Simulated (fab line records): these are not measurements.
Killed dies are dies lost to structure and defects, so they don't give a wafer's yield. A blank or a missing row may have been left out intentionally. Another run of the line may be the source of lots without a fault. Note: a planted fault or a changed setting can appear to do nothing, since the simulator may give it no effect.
fab line records | flow n5-finfet
record lots=9 | wafers=27 | last-day=18
route steps=1938 shown ZERO_LAYER@15 WELL_APT@31 PMOS_HMC_CHANNEL_EPI@69 BEOL_M4@1111
lots that met no fault: taken from a fault-free run of the same line
start-h: hours from the record's opening day to when the first of the lot's shown wafers began | wait-h: hours elapsed since this lot's preceding step | " the same as in the row above | L1.1+2: several wafers, shown together as one row | - value missing, or start not given | * or withheld: withheld | < > ~ a bound
route shown NAME@n: NAME is a module with steps in the file, n the number in the route of the first one | usual: mean/standard deviation taken from wafers without a fault | same: alike in all rows | chamber/n: place in a boat | sites: each site's reading | _std_site: the standard deviation of these | _edge_site: outer sites' mean less inner sites' | radius-mm: for every site, how far away it sits from the centre of the wafer | mask NAME#n: copy n | behind: tool/chamber where the wafer was last shaped | hold: why the lot went on hold/how many hours it stayed there/how the hold came to an end | device: which transistor (n, p or np) failed to switch | end of line: tests of these same wafers at the route's end | a step without rows: its recipe alone | killed: at the first sort, the dies lost to defects and structure; wafer yield is something else | map: dies across one wafer; x = killed, . = not, _ = none there
set.NAME: the run value of the setting; set.NAME@STEP: its run value at that earlier step | model.NAME: the simulator's own value behind a step, which no gauge read
one table for each step of the route and one row for each wafer, over a sample of lots
services: the hour from which a tool's chamber was out of use, counted from the record's first day as start-h (under 0 if before that day), plus the number of hours and why
## steps
# step N5_ZERO_LAYER_ETCH_17
# recipe chemistry=CF4 | target=SiO2 | target-depth-a=120 | time-s=13.3 | ion-energy-ev=350 | pressure-mtorr=40 | source-w=450 | bias-w=215 | Ar_flow_sccm=100 | cf4-flow-sccm=100
# usual cf4-flow-sccm=100.00/0.28 | drypump-motor-current-A=5.8/0.51 | oes-product-au=0.77/0.067 | rf-vpp-V=949/4.6 | showerhead-plenum-p-Torr=2.15/0.068 | throttle-valve-pct=15.74/0.24
lot.wafer | tool        | chamber | start-h | wait-h | cf4-flow-sccm | drypump-motor-current-A | oes-product-au | rf-hours-counter-h | rf-vpp-V | showerhead-plenum-p-Torr | throttle-valve-pct
L556.3    | rie-diel-03 | 3       | 12.87   | 0.0    | 100.40        | 5.0                     | 0.78           | 150                | 948      | 2.13                     | 15.75
L556.5    | "           | 2       | "       | "      | 99.92         | 5.3                     | 0.75           | -                  | 956      | 2.22                     | 15.81
L556.6    | "           | 1       | "       | "      | 99.99         | 5.7                     | 0.80           | -                  | 943      | 2.06                     | 15.74
L559.1    | rie-diel-02 | 1       | 31.14   | 0.0    | 100.19        | 6.2                     | 0.76           | 150                | 949      | 2.14                     | 15.52
L559.4    | "           | 1       | "       | "      | 100.20        | 6.2                     | 0.77           | -                  | 949      | 2.14                     | 15.50
L559.6    | "           | 2       | "       | "      | 100.09        | 5.6                     | 0.76           | -                  | 944      | 2.05                     | 15.62
L561.1    | rie-diel-03 | 3       | 42.87   | 0.0    | 99.86         | 5.0                     | 0.76           | 159                | 949      | 2.13                     | 15.76
L561.2    | "           | 0       | "       | "      | 99.93         | 5.6                     | 0.76           | 174                | 953      | 2.22                     | 16.00
L561.3    | "           | 2       | "       | "      | 99.96         | 5.3                     | 0.75           | 182                | 953      | 2.22                     | 15.84
L564.3    | rie-diel-01 | 3       | 61.04   | 0.0    | 99.67         | 6.6                     | 0.75           | 134                | 953      | 2.23                     | 15.80
L564.4    | "           | 3       | "       | "      | 99.56         | 6.6                     | 0.75           | -                  | 955      | 2.23                     | 15.79
L564.6    | "           | 2       | "       | "      | 99.81         | 5.7                     | 0.75           | -                  | 949      | 2.13                     | 16.07
L571.1    | rie-diel-01 | 1       | 102.72  | 0.0    | 100.05        | 6.6                     | 0.73           | 203                | 942      | 2.06                     | 15.50
L571.5    | "           | 0       | "       | "      | 100.63        | 5.6                     | 0.95           | -                  | 953      | 2.18                     | 15.32
L571.6    | "           | 3       | "       | "      | 99.75         | 6.6                     | 0.75           | -                  | 954      | 2.22                     | 15.83
L573.1    | rie-diel-01 | 1       | 114.90  | 0.0    | 100.28        | 6.6                     | 0.71           | 206                | 942      | 2.06                     | 15.50
L573.5    | "           | 1       | "       | "      | 99.90         | 6.6                     | 0.72           | -                  | 941      | 2.06                     | 15.48
L573.6    | "           | 2       | "       | "      | 99.85         | 5.7                     | 0.73           | -                  | 947      | 2.12                     | 16.10
L574.1    | rie-diel-02 | 2       | 120.71  | 0.0    | 100.02        | 5.6                     | 0.72           | 201                | 943      | 2.04                     | 15.68
L574.3    | "           | 1       | "       | "      | 100.08        | 6.2                     | 0.74           | 174                | 948      | 2.13                     | 15.56
L574.4    | "           | 3       | "       | "      | 99.78         | 5.5                     | 0.89           | 28                 | 957      | 2.26                     | 15.28
L577.3    | rie-diel-02 | 2       | 138.71  | 0.0    | 100.31        | 5.6                     | 0.72           | 207                | 941      | 2.04                     | 15.67
L577.5    | "           | 0       | "       | "      | 99.50         | 5.3                     | 0.85           | -                  | 946      | 2.11                     | 15.52
L577.6    | "           | 1       | "       | "      | 100.10        | 6.2                     | 0.74           | -                  | 949      | 2.13                     | 15.58
L579.1    | rie-diel-01 | 0       | 151.10  | 0.0    | 100.30        | 5.6                     | 0.90           | 19                 | 952      | 2.18                     | 15.35
L579.5    | "           | 0       | "       | "      | 100.00        | 5.6                     | 0.91           | -                  | 951      | 2.18                     | 15.35
L579.6    | "           | 3       | "       | "      | 100.20        | 6.6                     | 0.74           | -                  | 954      | 2.22                     | 15.85
# step N5_WELL_APT_DESCUM_13
# recipe chemistry=O2 | time-s=7.9 | source-power-w=50 | bias-power-w=20 | pressure-mtorr=20 | rf-frequency-hz=2.712e+07 | temp-c=40 | o2-flow-sccm=225
# usual bias-power-w=19.99/0.058 | drypump-motor-current-A=5.7/0.43 | oes-product-au=0.75/0.082 | rf-vpp-V=242.5/1.2 | showerhead-plenum-p-Torr=2.06/0.064 | throttle-valve-pct=20.41/0.3
lot.wafer | tool        | chamber | start-h | wait-h | bias-power-w | drypump-motor-current-A | oes-product-au | rf-hours-counter-h | rf-vpp-V | showerhead-plenum-p-Torr | throttle-valve-pct
L556.3    | rie-diel-04 | 0       | 13.80   | 0.0    | 20.05        | 5.6                     | 0.73           | 176                | 242.9    | 2.02                     | 20.32
L556.5    | "           | 3       | "       | "      | 19.96        | 5.4                     | 0.70           | -                  | 242.5    | 2.06                     | 20.25
L556.6    | "           | 0       | "       | "      | 20.02        | 5.6                     | 0.73           | -                  | 242.4    | 2.02                     | 20.33
L559.1    | rie-diel-05 | 2       | 32.07   | 0.0    | 20.07        | 5.1                     | 0.75           | 156                | 244.6    | 2.18                     | 20.17
L559.4    | "           | 0       | "       | "      | 20.00        | 5.7                     | 0.71           | -                  | 241.3    | 2.03                     | 20.78
L559.6    | "           | 2       | "       | "      | 19.95        | 5.1                     | 0.75           | -                  | 244.5    | 2.18                     | 20.19
L561.1    | rie-diel-04 | 1       | 43.96   | 0.2    | 20.02        | 5.2                     | 0.75           | 136                | 244.0    | 2.02                     | 20.01
L561.2    | "           | 2       | "       | "      | 20.01        | 5.8                     | 0.76           | 131                | 244.1    | 2.20                     | 20.62
L561.3    | "           | 3       | "       | "      | 20.00        | 5.3                     | 0.70           | 246                | 243.4    | 2.05                     | 20.24
L564.3    | rie-diel-06 | 1       | 62.20   | 0.3    | 19.96        | 6.0                     | 0.72           | 192                | 244.4    | 2.09                     | 20.82
L564.4    | "           | 3       | "       | "      | 20.07        | 6.5                     | 0.94           | 9                  | 244.0    | 2.03                     | 20.08
L564.6    | "           | 0       | "       | "      | 19.91        | 6.6                     | 0.71           | -                  | 242.4    | 2.07                     | 20.67
L571.1    | rie-diel-05 | 0       | 103.77  | 0.0    | 19.93        | 5.7                     | 0.69           | 212                | 241.5    | 2.02                     | 20.84
L571.5    | "           | 2       | "       | "      | 20.01        | 5.1                     | 0.73           | -                  | 244.1    | 2.17                     | 20.21
L571.6    | "           | 1       | "       | "      | 19.98        | 6.1                     | 0.92           | -                  | 241.2    | 2.07                     | 20.18
L573.1    | rie-diel-04 | 2       | 116.00  | 0.2    | 19.89        | 5.8                     | 0.73           | 160                | 243.8    | 2.19                     | 20.66
L573.5    | "           | 2       | "       | "      | 20.03        | 5.8                     | 0.73           | -                  | 244.5    | 2.19                     | 20.66
L573.6    | "           | 3       | "       | "      | 20.01        | 5.3                     | 0.93           | -                  | 241.8    | 2.05                     | 19.85
L574.1    | rie-diel-06 | 2       | 121.66  | 0.0    | 20.10        | 5.4                     | 0.72           | 176                | 241.0    | 1.99                     | 20.42
L574.3    | "           | 1       | "       | "      | 20.02        | 6.0                     | 0.72           | 214                | 242.3    | 2.09                     | 20.87
L574.4    | "           | 1       | "       | "      | 20.09        | 6.0                     | 0.72           | -                  | 243.4    | 2.09                     | 20.87
L577.3    | rie-diel-06 | 3       | 139.81  | 0.1    | 20.04        | 6.4                     | 0.88           | 40                 | 242.0    | 2.02                     | 20.12
L577.5    | "           | 0       | "       | "      | 20.07        | 6.6                     | 0.70           | -                  | 241.1    | 2.06                     | 20.69
L577.6    | "           | 3       | "       | "      | 20.01        | 6.4                     | 0.88           | -                  | 242.7    | 2.02                     | 20.13
L579.1    | rie-diel-04 | 2       | 153.29  | 0.0    | 19.96        | 5.8                     | 0.72           | 169                | 244.9    | 2.19                     | 20.67
L579.5    | "           | 2       | "       | "      | 19.98        | 5.8                     | 0.73           | -                  | 244.5    | 2.19                     | 20.68
L579.6    | "           | 1       | "       | "      | 20.01        | 5.2                     | 0.71           | -                  | 241.2    | 2.01                     | 20.07
# step N5_WELL_APT_IMPLANT_14
# recipe species=P | energy-kev=160 | dose-cm2=1.5e+13 | tilt-deg=0 | rotation-deg=0
# usual dose-ions-cm2=1.4999e+13/1.6e+10 | faraday-current-uA=190/3.8
lot.wafer | tool         | chamber | start-h | wait-h | dose-ions-cm2 | faraday-current-uA
L556.3    | implanter-01 | 0       | 13.96   | 0.1    | 1.5009e+13    | 194
L556.5    | "            | 0       | "       | "      | 1.501e+13     | 190
L556.6    | "            | 0       | "       | "      | 1.5013e+13    | 188
L559.1    | implanter-02 | 0       | 32.17   | 0.1    | 1.4974e+13    | 196
L559.4    | "            | 0       | "       | "      | 1.4984e+13    | 188
L559.6    | "            | 0       | "       | "      | 1.4996e+13    | 187
L561.1    | implanter-01 | 0       | 44.06   | 0.1    | 1.5019e+13    | 187
L561.2    | "            | 0       | "       | "      | 1.4996e+13    | 196
L561.3    | "            | 0       | "       | "      | 1.5016e+13    | 192
L564.3    | implanter-01 | 0       | 62.36   | 0.1    | 1.4996e+13    | 189
L564.4    | "            | 0       | "       | "      | 1.5012e+13    | 183
L564.6    | "            | 0       | "       | "      | 1.5008e+13    | 189
L571.1    | implanter-01 | 0       | 103.87  | 0.1    | 1.1262e+13    | 142
L571.5    | "            | 0       | "       | "      | 1.126e+13     | 137
L571.6    | "            | 0       | "       | "      | 1.1242e+13    | 139
L573.1    | implanter-01 | 0       | 116.10  | 0.1    | 1.1279e+13    | 142
L573.5    | "            | 0       | "       | "      | 1.1284e+13    | 143
L573.6    | "            | 0       | "       | "      | 1.1275e+13    | 142
L574.1    | implanter-02 | 0       | 121.76  | 0.1    | 1.5008e+13    | 188
L574.3    | "            | 0       | "       | "      | 1.4992e+13    | 187
L574.4    | "            | 0       | "       | "      | 1.5006e+13    | 191
L577.3    | implanter-02 | 0       | 139.97  | 0.1    | 1.5e+13       | 191
L577.5    | "            | 0       | "       | "      | 1.4996e+13    | 184
L577.6    | "            | 0       | "       | "      | 1.4984e+13    | 197
L579.1    | implanter-02 | 0       | 153.39  | 0.1    | 1.4994e+13    | 190
L579.5    | "            | 0       | "       | "      | 1.5029e+13    | 181
L579.6    | "            | 0       | "       | "      | 1.5025e+13    | 192
# step N5_PMOS_HMC_CHANNEL_EPI_ETCH_32
# recipe chemistry=N2/H2 | target=BARC | stop-on=SiO2 | target-depth-a=858 | over-etch-frac=0.3 | time-s=50.3 | ion-energy-ev=200 | mask-material=CAR-ArF-block | pressure-mtorr=30 | source-w=840 | bias-w=150 | n2-flow-sccm=200 | h2-flow-sccm=200
# usual drypump-motor-current-A=5.7/0.49 | oes-product-au=0.65/0.058 | rf-vpp-V=524.1/2.6 | showerhead-plenum-p-Torr=2.54/0.086 | throttle-valve-pct=17.92/0.26
lot.wafer | tool        | chamber | start-h | wait-h | drypump-motor-current-A | oes-product-au | rf-hours-counter-h | rf-vpp-V | showerhead-plenum-p-Torr | throttle-valve-pct
L556.3    | rie-diel-02 | 1       | 17.89   | 0.0    | 6.3                     | 0.66           | 148                | 522.7    | 2.55                     | 17.82
L556.5    | "           | 1       | "       | "      | 6.2                     | 0.65           | -                  | 523.9    | 2.55                     | 17.84
L556.6    | "           | 2       | "       | "      | 5.6                     | 0.64           | -                  | 520.4    | 2.43                     | 17.78
L559.1    | rie-diel-03 | 3       | 35.57   | 0.0    | 5.1                     | 0.65           | 158                | 523.5    | 2.55                     | 18.07
L559.4    | "           | 2       | "       | "      | 5.3                     | 0.62           | 181                | 526.7    | 2.61                     | 17.91
L559.6    | "           | 1       | "       | "      | 5.7                     | 0.66           | -                  | 520.4    | 2.46                     | 18.17
L561.1    | rie-diel-03 | 3       | 48.09   | 0.0    | 5.1                     | 0.64           | 162                | 521.8    | 2.55                     | 18.08
L561.2    | "           | 0       | "       | "      | 5.6                     | 0.64           | 177                | 526.0    | 2.64                     | 18.21
L561.3    | "           | 2       | "       | "      | 5.3                     | 0.62           | 184                | 525.2    | 2.61                     | 17.91
L564.3    | rie-diel-01 | 2       | 66.94   | 0.0    | 5.7                     | 0.63           | 202                | 524.6    | 2.50                     | 18.14
L564.4    | "           | 1       | "       | "      | 6.6                     | 0.62           | -                  | 520.9    | 2.41                     | 17.53
L564.6    | "           | 3       | "       | "      | 6.6                     | 0.64           | -                  | 526.1    | 2.66                     | 18.16
L571.1    | rie-diel-01 | 1       | 107.35  | 0.0    | 6.6                     | 0.61           | 205                | 520.0    | 2.41                     | 17.56
L571.5    | "           | 3       | "       | "      | 6.6                     | 0.63           | -                  | 527.5    | 2.66                     | 18.18
L571.6    | "           | 0       | "       | "      | 5.5                     | 0.80           | -                  | 526.0    | 2.59                     | 17.44
L573.1    | rie-diel-02 | 1       | 119.54  | 0.0    | 6.3                     | 0.64           | 174                | 525.2    | 2.54                     | 17.88
L573.5    | "           | 0       | "       | "      | 5.2                     | 0.76           | -                  | 523.1    | 2.49                     | 17.74
L573.6    | "           | 3       | "       | "      | 5.5                     | 0.78           | -                  | 527.1    | 2.67                     | 17.43
L574.1    | rie-diel-01 | 2       | 125.30  | 0.0    | 5.7                     | 0.61           | 219                | 523.0    | 2.49                     | 18.17
L574.3    | "           | 1       | "       | "      | 6.6                     | 0.60           | 208                | 519.7    | 2.41                     | 17.57
L574.4    | "           | 0       | "       | "      | 5.5                     | 0.79           | 11                 | 526.1    | 2.59                     | 17.46
L577.3    | rie-diel-01 | 2       | 143.49  | 0.0    | 5.7                     | 0.62           | 223                | 524.9    | 2.49                     | 18.19
L577.5    | "           | 1       | "       | "      | 6.6                     | 0.60           | -                  | 521.0    | 2.40                     | 17.56
L577.6    | "           | 2       | "       | "      | 5.7                     | 0.61           | -                  | 523.3    | 2.49                     | 18.18
L579.1    | rie-diel-02 | 0       | 156.64  | 0.0    | 5.3                     | 0.74           | 30                 | 522.9    | 2.49                     | 17.75
L579.5    | "           | 2       | "       | "      | 5.6                     | 0.62           | -                  | 519.5    | 2.41                     | 17.87
L579.6    | "           | 1       | "       | "      | 6.3                     | 0.63           | -                  | 524.0    | 2.53                     | 17.90
# step N5_BEOL_M4_RC_MEAS_101
# usual DIBL_N=36.0/2.5 | DIBL_P=36.7/3 | IOFF_N=0.16/0.043 | IOFF_P=0.21/0.049 | ION_N=673/15 | ION_P=461/9.8 | RS_NWELL=1038/6.6 | SS_N=71.5/0.83 | SS_P=73.4/0.83 | VT_N=250/4 | VT_P=-251/4
lot.wafer | tool      | chamber | start-h | wait-h | DIBL_N[mV/V] | DIBL_P[mV/V] | IOFF_N[nA/um] | IOFF_P[nA/um] | ION_N[uA/um] | ION_P[uA/um] | RS_NWELL[ohm/sq] | SS_N[mV/dec] | SS_P[mV/dec] | VT_N[mV] | VT_P[mV]
L556.3    | prober-01 | 0       | 161.37  | 0.3    | 32.1         | 33.7         | 0.12          | 0.18          | 657          | 456          | 1033             | 70.5         | 72.6         | 254      | -254
L556.5    | "         | 0       | "       | "      | 33.0         | 33.8         | 0.14          | 0.18          | 671          | 459          | 1034             | 71.7         | 72.8         | 254      | -254
L556.6    | "         | 0       | "       | "      | 31.8         | 33.3         | 0.12          | 0.17          | 663          | 459          | 1038             | 70.7         | 72.1         | 252      | -250
L559.1    | prober-02 | 0       | 185.75  | 0.0    | 40.0         | 40.1         | 0.22          | 0.28          | 691          | 467          | 1034             | 72.0         | 73.9         | 243      | -243
L559.4    | "         | 0       | "       | "      | 35.5         | 35.4         | 0.14          | 0.20          | 664          | 455          | 1030             | 71.4         | 73.4         | 251      | -251
L559.6    | "         | 0       | "       | "      | 40.0         | 41.3         | 0.24          | 0.32          | 700          | 482          | 1016             | 72.0         | 73.7         | 242      | -243
L561.1    | prober-01 | 0       | 192.36  | 0.0    | 40.5         | 41.9         | 0.23          | 0.29          | 687          | 465          | 1046             | 72.0         | 73.8         | 244      | -245
L561.2    | "         | 0       | "       | "      | 32.2         | 32.5         | 0.09          | 0.15          | 647          | 452          | 1041             | 69.8         | 71.4         | 258      | -253
L561.3    | "         | 0       | "       | "      | 38.0         | 39.1         | 0.18          | 0.24          | 681          | 465          | 1039             | 71.5         | 73.0         | 248      | -247
L564.3    | prober-01 | 0       | 216.36  | 0.3    | 38.4         | 38.0         | 0.19          | 0.23          | 673          | 462          | 1041             | 72.0         | 74.1         | 252      | -251
L564.4    | "         | 0       | "       | "      | 35.0         | 35.9         | 0.13          | 0.19          | 665          | 456          | 1053             | 71.3         | 73.1         | 254      | -253
L564.6    | "         | 0       | "       | "      | 36.9         | 38.2         | 0.16          | 0.23          | 664          | 460          | 1041             | 72.0         | 74.3         | 252      | -250
L571.1    | prober-01 | 0       | 266.62  | 0.0    | 34.7         | 34.9         | 0.14          | 0.19          | 677          | 466          | 1220             | 70.6         | 73.5         | 251      | -250
L571.5    | "         | 0       | "       | "      | 38.4         | 39.5         | 0.21          | 0.27          | 684          | 469          | 1231             | 72.1         | 74.4         | 246      | -248
L571.6    | "         | 0       | "       | "      | 35.1         | 35.9         | 0.15          | 0.21          | 670          | 459          | 1213             | 71.5         | 72.9         | 252      | -253
L573.1    | prober-02 | 0       | 276.94  | 0.0    | 34.9         | 36.0         | 0.14          | 0.22          | 666          | 462          | 1215             | 70.3         | 73.1         | 251      | -247
L573.5    | "         | 0       | "       | "      | 37.1         | 38.8         | 0.17          | 0.26          | 672          | 469          | 1215             | 71.8         | 73.2         | 248      | -246
L573.6    | "         | 0       | "       | "      | 37.5         | 39.1         | 0.19          | 0.27          | 694          | 484          | 1208             | 71.2         | 73.4         | 246      | -244
L574.1    | prober-02 | 0       | 296.13  | 0.0    | 34.8         | 37.1         | 0.16          | 0.19          | 679          | 462          | 1040             | 71.5         | 73.4         | 248      | -252
L574.3    | "         | 0       | "       | "      | 31.6         | 33.3         | 0.11          | 0.14          | 664          | 454          | 1038             | 70.2         | 72.8         | 258      | -256
L574.4    | "         | 0       | "       | "      | 27.6         | 28.4         | 0.07          | 0.11          | 649          | 455          | 1038             | 69.4         | 71.7         | 258      | -257
L577.3    | prober-01 | 0       | 305.45  | 0.3    | 36.2         | 37.5         | 0.17          | 0.23          | 690          | 470          | 1042             | 71.2         | 73.6         | 246      | -248
L577.5    | "         | 0       | "       | "      | 35.2         | 35.9         | 0.15          | 0.21          | 686          | 475          | 1036             | 71.5         | 72.8         | 250      | -248
L577.6    | "         | 0       | "       | "      | 38.7         | 40.4         | 0.22          | 0.29          | 685          | 466          | 1034             | 72.0         | 74.1         | 244      | -246
L579.1    | prober-01 | 0       | 325.33  | 0.0    | 35.6         | 36.6         | 0.14          | 0.17          | 672          | 454          | 1042             | 71.1         | 72.9         | 252      | -256
L579.5    | "         | 0       | "       | "      | 37.2         | 38.3         | 0.17          | 0.19          | 683          | 463          | 1039             | 71.8         | 73.6         | 251      | -254
L579.6    | "         | 0       | "       | "      | 35.3         | 36.1         | 0.13          | 0.16          | 650          | 445          | 1031             | 70.9         | 73.2         | 254      | -258
## services
tool         | chamber | start-h | hours | kind
rie-diel-05  | 1       | -10.74  | 6.0   | repair
rie-diel-04  | 0       | -8.81   | 16.2  | repair
rie-diel-01  | -       | -5.46   | 2.8   | pm
rie-diel-04  | 1       | -3.07   | 4.4   | repair
rie-diel-06  | 3       | 7.58    | 5.4   | repair
rie-diel-05  | -       | 11.67   | 0.7   | repair
rie-diel-04  | 3       | 15.43   | 4.5   | repair
rie-diel-02  | 1       | 21.67   | 6.5   | repair
rie-diel-04  | -       | 29.97   | 0.6   | repair
implanter-02 | -       | 36.31   | 14.1  | repair
rie-diel-02  | -       | 46.21   | 15.6  | pm
rie-diel-05  | 3       | 46.35   | 2.7   | repair
rie-diel-03  | 3       | 48.58   | 9.8   | repair
rie-diel-01  | 3       | 50.91   | 4.7   | repair
implanter-02 | -       | 59.25   | 8.4   | pm
rie-diel-06  | -       | 59.51   | 0.8   | repair
rie-diel-05  | 2       | 59.86   | 3.2   | repair
rie-diel-05  | -       | 63.26   | 0.9   | repair
implanter-02 | -       | 71.95   | 1.1   | repair
rie-diel-03  | 1       | 76.00   | 12.8  | repair
rie-diel-01  | -       | 94.55   | 4.1   | repair
implanter-01 | -       | 99.19   | 4.4   | repair
rie-diel-06  | 0       | 107.86  | 29.5  | repair
rie-diel-04  | 2       | 130.36  | 10.1  | repair
## key
first-sign step=N5_WELL_APT_IMPLANT_14 | reading=dose-ions-cm2 | direction=down | sigmas=99+ | usual=1.4999e+13 | struck=1.1267e+13
effect step=N5_WELL_APT_IMPLANT_14 | reading=faraday-current-uA | direction=down | sigmas=13 | usual=190 | struck=141
effect step=N5_BEOL_M4_RC_MEAS_101 | reading=RS_NWELL | direction=up | sigmas=27 | usual=1038 | struck=1217
met-at N5_WELL_APT_IMPLANT_14
struck-lots L571,L573
not-acting-at N5_ZERO_LAYER_ETCH_17,N5_WELL_APT_DESCUM_13,N5_PMOS_HMC_CHANNEL_EPI_ETCH_32
onset-between 62.36 103.87
fault kind=process-parameter-drift | tool=implanter-01 | chamber=- | onset-h=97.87 | steps=N5_WELL_APT_IMPLANT_14 | channel=dose-cm2 | offset=-3.7345e+12 | shape=step | end-h=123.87 | acts-in=these-recipes-only | stated=1.5e+13
